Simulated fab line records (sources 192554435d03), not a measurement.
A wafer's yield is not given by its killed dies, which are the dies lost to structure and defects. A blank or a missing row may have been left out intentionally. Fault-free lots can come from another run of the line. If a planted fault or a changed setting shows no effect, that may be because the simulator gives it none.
Split-lot trial / flow n5Finfet / 21 wafers read across 7 lots, on a route 1938 steps long

## SPLIT DETAILS
At N5_BEOL_M14_EXPOSE_07 (exposes mask V13), the setting doseMj was moved away from the recipe's 57 on 7 of the 21 wafers read, by -6.5% to +6.9%. For the rest of the wafers, this setting stayed at what the recipe calls for.

## FROM THE SPLIT TO THE READING: what the file shows between them, 3 steps
- N5_BEOL_M14_PEB_08: peb time 90 s
- N5_BEOL_M14_DEVELOP_09: develop time 45 s
- N5_BEOL_M14_HARDBAKE_14: time 120 s

## THE READING
Shown in nm: cdNm at N5_BEOL_M14_CD_MEAS_10, with target cd 250 nm. On this fab line, fault-free wafers typically give 250.5 nm with a standard deviation of 2.1 nm.

wafer=L075.1; tool, chamber at the split=krfScanner-02, 0; doseMj as run=57; against the recipe=recipe; cdNm, nm=251.9; against lot-mates on the recipe=-
wafer=L075.2; tool, chamber at the split=krfScanner-02, 0; doseMj as run=57; against the recipe=recipe; cdNm, nm=250.5; against lot-mates on the recipe=-
wafer=L075.5; tool, chamber at the split=krfScanner-02, 0; doseMj as run=57; against the recipe=recipe; cdNm, nm=248.1; against lot-mates on the recipe=-
wafer=L082.1; tool, chamber at the split=krfScanner-02, 0; doseMj as run=57; against the recipe=recipe; cdNm, nm=251.6; against lot-mates on the recipe=-
wafer=L082.2; tool, chamber at the split=krfScanner-02, 0; doseMj as run=57; against the recipe=recipe; cdNm, nm=251.5; against lot-mates on the recipe=-
wafer=L082.4; tool, chamber at the split=krfScanner-02, 0; doseMj as run=57; against the recipe=recipe; cdNm, nm=250.7; against lot-mates on the recipe=-
wafer=L087.3; tool, chamber at the split=krfScanner-01, 0; doseMj as run=57; against the recipe=recipe; cdNm, nm=248.5; against lot-mates on the recipe=-
wafer=L087.5; tool, chamber at the split=krfScanner-01, 0; doseMj as run=53.32; against the recipe=-6.5%; cdNm, nm=240.6; against lot-mates on the recipe=-7.9
wafer=L087.6; tool, chamber at the split=krfScanner-01, 0; doseMj as run=53.32; against the recipe=-6.5%; cdNm, nm=244.7; against lot-mates on the recipe=-3.8
wafer=L090.4; tool, chamber at the split=krfScanner-01, 0; doseMj as run=57; against the recipe=recipe; cdNm, nm=249.6; against lot-mates on the recipe=-
wafer=L090.5; tool, chamber at the split=krfScanner-01, 0; doseMj as run=60.93; against the recipe=+6.9%; cdNm, nm=263.3; against lot-mates on the recipe=+11.4
wafer=L090.6; tool, chamber at the split=krfScanner-01, 0; doseMj as run=57; against the recipe=recipe; cdNm, nm=254.3; against lot-mates on the recipe=-
wafer=L091.3; tool, chamber at the split=krfScanner-01, 0; doseMj as run=57; against the recipe=recipe; cdNm, nm=250.6; against lot-mates on the recipe=-
wafer=L091.4; tool, chamber at the split=krfScanner-01, 0; doseMj as run=57; against the recipe=recipe; cdNm, nm=251.5; against lot-mates on the recipe=-
wafer=L091.5; tool, chamber at the split=krfScanner-01, 0; doseMj as run=54.57; against the recipe=-4.3%; cdNm, nm=246.8; against lot-mates on the recipe=-4.2
wafer=L092.1; tool, chamber at the split=krfScanner-01, 0; doseMj as run=57; against the recipe=recipe; cdNm, nm=248.0; against lot-mates on the recipe=-
wafer=L092.4; tool, chamber at the split=krfScanner-01, 0; doseMj as run=55.64; against the recipe=-2.4%; cdNm, nm=246.9; against lot-mates on the recipe=-1.1
wafer=L092.5; tool, chamber at the split=krfScanner-01, 0; doseMj as run=55.64; against the recipe=-2.4%; cdNm, nm=245.0; against lot-mates on the recipe=-3.0
wafer=L097.3; tool, chamber at the split=krfScanner-02, 0; doseMj as run=57; against the recipe=recipe; cdNm, nm=252.4; against lot-mates on the recipe=-
wafer=L097.4; tool, chamber at the split=krfScanner-02, 0; doseMj as run=57; against the recipe=recipe; cdNm, nm=249.2; against lot-mates on the recipe=-
wafer=L097.5; tool, chamber at the split=krfScanner-02, 0; doseMj as run=54.57; against the recipe=-4.3%; cdNm, nm=244.8; against lot-mates on the recipe=-6.0

THE FIT
A straight line over all 21 wafers: cdNm changes by +1.45 nm for each +1% of doseMj; r = +0.91; the points scatter about the line by 1.9 nm.
The same after taking each lot's own level away (the mean of its wafers on the recipe; 21 wafers): +1.2 nm for each +1%; r = +0.91; scatter 1.6 nm.
According to that fit, moving doseMj by its largest amount changes the reading by 8.3 nm.
The lots' own levels span 248.00 to 251.95 nm, that is 1.9 times the standard deviation above.
In other words, the slope is changed by the lot-to-lot level; the two fits disagree.
Check: for one of the wafers moved furthest among these (+6.9%), held out of the fit, the line's prediction against its lot-mates is +6.74 nm. Against them it came out at +11.4 nm.

## FURTHER SPLITS ON THESE WAFERS
These wafers also went through other splits before the reading. Each is held against what the fit with the lots' levels taken away leaves over:
other split on the same wafers=N5_BEOL_M12_ETCH_68 timeS; wafers away from the commonest value=4; r with cdNm (lot level and that fit taken away)=-0.01
other split on the same wafers=N5_BEOL_M12_TRENCH_ETCH_34 timeS; wafers away from the commonest value=9; r with cdNm (lot level and that fit taken away)=+0.51
other split on the same wafers=N5_BEOL_M13_ILD_DEP_00 timeS; wafers away from the commonest value=4; r with cdNm (lot level and that fit taken away)=+0.57
other split on the same wafers=N5_BEOL_M13_COAT_58 spinRpm; wafers away from the commonest value=7; r with cdNm (lot level and that fit taken away)=+0.23

## THE FILE'S OWN FIT
cdNm changes by +1.26 nm for each +1% of doseMj, r = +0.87.
